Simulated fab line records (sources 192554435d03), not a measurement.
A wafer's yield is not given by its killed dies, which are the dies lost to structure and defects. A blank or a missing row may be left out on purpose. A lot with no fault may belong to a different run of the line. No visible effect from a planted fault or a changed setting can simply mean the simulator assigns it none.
Split-lot trial + flow n5 finfet + 39 wafers read across 7 lots, on a route 1938 steps long

== ABOUT THE SPLIT ==
At N5_BEOL_M15_ETCH_61 (etches BARC in N2/H2, target depth 89 nm, overetch 26.7 nm, time 67.9 s), the setting time s was moved away from the recipe's 67.9 s on 12 of the 39 wafers read, by -48.1% to +49.0%. This setting was run at the recipe's value on the other wafers.

The reading is taken at the split's own step.

== THE READING ==
BEOL_M15.cd nm (the simulator's own value, which no gauge read), in nm, at N5_BEOL_M15_ETCH_61 (etches BARC in N2/H2, target depth 89 nm, overetch 26.7 nm, time 67.9 s). There is no usual value for it anywhere in the file. Here, 27 wafers ran the recipe; their average is 400.6 nm with a standard deviation of 1.6 nm.

| wafer  | tool, chamber at the split | time s as run, s | against the recipe | BEOL_M15.cd nm, nm | against lot-mates on the recipe |
|--------|----------------------------|------------------|--------------------|--------------------|---------------------------------|
| L081.1 | rie diel-01, 1             | 67.9             | recipe             | 402                | -                               |
| L081.2 | rie diel-01, 3             | 67.9             | recipe             | 401.4              | -                               |
| L081.3 | rie diel-01, 0             | 45.85            | -32.5%             | 398.2              | -3.8                            |
| L081.4 | rie diel-01, 0             | 45.85            | -32.5%             | 398.6              | -3.4                            |
| L081.5 | rie diel-01, 3             | 45.85            | -32.5%             | 396.8              | -5.2                            |
| L081.6 | rie diel-01, 1             | 67.9             | recipe             | 402.6              | -                               |
| L086.1 | rie diel-02, 1             | 67.9             | recipe             | 401.6              | -                               |
| L086.2 | rie diel-02, 2             | 67.9             | recipe             | 401                | -                               |
| L086.3 | rie diel-02, 0             | 67.9             | recipe             | 400                | -                               |
| L086.4 | rie diel-02, 3             | 67.9             | recipe             | 398.6              | -                               |
| L086.5 | rie diel-02, 1             | 67.9             | recipe             | 400.4              | -                               |
| L086.6 | rie diel-02, 2             | 67.9             | recipe             | 397.6              | -                               |
| L090.1 | rie diel-05, 3             | 35.25            | -48.1%             | 396.6              | -5.7                            |
| L090.2 | rie diel-05, 0             | 67.9             | recipe             | 401.6              | -                               |
| L090.3 | rie diel-05, 2             | 67.9             | recipe             | 402.8              | -                               |
| L090.4 | rie diel-05, 1             | 35.25            | -48.1%             | 394.8              | -7.5                            |
| L090.5 | rie diel-05, 1             | 35.25            | -48.1%             | 396.6              | -5.7                            |
| L090.6 | rie diel-05, 2             | 67.9             | recipe             | 402.6              | -                               |
| L089.1 | rie diel-02, 0             | 67.9             | recipe             | 402.4              | -                               |
| L089.3 | rie diel-02, 3             | 67.9             | recipe             | 401                | -                               |
| L089.4 | rie diel-02, 2             | 67.9             | recipe             | 403.4              | -                               |
| L094.1 | rie diel-02, 0             | 80.58            | +18.7%             | 404.4              | +3.6                            |
| L094.2 | rie diel-02, 3             | 80.58            | +18.7%             | 405.2              | +4.4                            |
| L094.3 | rie diel-02, 2             | 80.58            | +18.7%             | 406.6              | +5.8                            |
| L094.4 | rie diel-02, 1             | 67.9             | recipe             | 400                | -                               |
| L094.5 | rie diel-02, 1             | 67.9             | recipe             | 402.4              | -                               |
| L094.6 | rie diel-02, 0             | 67.9             | recipe             | 400                | -                               |
| L095.1 | rie diel-02, 0             | 67.9             | recipe             | 398.2              | -                               |
| L095.2 | rie diel-02, 1             | 101.2            | +49.0%             | 405.6              | +6.2                            |
| L095.3 | rie diel-02, 2             | 67.9             | recipe             | 400.8              | -                               |
| L095.4 | rie diel-02, 2             | 101.2            | +49.0%             | 406.6              | +7.2                            |
| L095.5 | rie diel-02, 0             | 67.9             | recipe             | 399.2              | -                               |
| L095.6 | rie diel-02, 1             | 101.2            | +49.0%             | 406                | +6.6                            |
| L097.1 | rie diel-05, 0             | 67.9             | recipe             | 400.8              | -                               |
| L097.2 | rie diel-05, 1             | 67.9             | recipe             | 398.2              | -                               |
| L097.3 | rie diel-05, 3             | 67.9             | recipe             | 400.2              | -                               |
| L097.4 | rie diel-05, 2             | 67.9             | recipe             | 399.8              | -                               |
| L097.5 | rie diel-05, 2             | 67.9             | recipe             | 397.8              | -                               |
| L097.6 | rie diel-05, 1             | 67.9             | recipe             | 399.2              | -                               |

THE FIT
A straight line over all 39 wafers: BEOL_M15.cd nm changes by +0.11 nm for each +1% of time s; r = +0.83; the points scatter about the line by 1.6 nm.
The same after taking each lot's own level away (the mean of its wafers on the recipe; 39 wafers): +0.14 nm for each +1%; r = +0.94; scatter 1.1 nm.
Per that fit: largest time s move, reading shift of 6.8 nm.
From 399.33 to 402.33 nm: that is the span of the lots' own levels, equal to 1.9 times the standard deviation above.
Hence the slope depends on the lot-to-lot level, as the two fits are not the same.
Check: for one of the wafers moved furthest among these (+49.0%), held out of the fit, the line's prediction against its lot-mates is +7.21 nm. It came out at +6.2 nm against them.

== ADDITIONAL SPLITS CARRIED BY THESE WAFERS ==
Other splits were also applied to these wafers ahead of the reading. Each is held against what the fit with the lots' levels taken away leaves over:
| other split on the same wafers      | wafers away from the commonest value | r with BEOL_M15.cd nm (lot level and that fit taken away) |
|-------------------------------------|--------------------------------------|-----------------------------------------------------------|
| N5_BEOL_M14_ILD_DEP_00 target thk a | 12                                   | -0.08                                                     |

== THE WHOLE CHAIN: every reading that the file lists as answering this split, in the file's order ==
| step                | what it does                                                            | reading                                                                          | change (the file's fit)                                                              | r (the file's) |
|---------------------|-------------------------------------------------------------------------|----------------------------------------------------------------------------------|--------------------------------------------------------------------------------------|----------------|
| N5_BEOL_M15_ETCH_61 | etches BARC in N2/H2, target depth 89 nm, overetch 26.7 nm, time 67.9 s | etch.depth nm (the simulator's own value, which no gauge read)                   | not straight: 60.21 at the lowest setting, 89.16 at the recipe, 88.98 at the highest | not given      |
| N5_BEOL_M15_ETCH_61 | etches BARC in N2/H2, target depth 89 nm, overetch 26.7 nm, time 67.9 s | coat_of_BEOL_M15_COAT_22.thk nm (the simulator's own value, which no gauge read) | -0.658 nm for each +1% of the setting                                                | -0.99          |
| N5_BEOL_M15_ETCH_61 | etches BARC in N2/H2, target depth 89 nm, overetch 26.7 nm, time 67.9 s | BEOL_M15.cd nm (the simulator's own value, which no gauge read)                  | +0.139 nm for each +1% of the setting                                                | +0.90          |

== THE FILE'S OWN FIT ==
BEOL_M15.cd nm changes by +0.139 nm for each +1% of time s, r = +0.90.
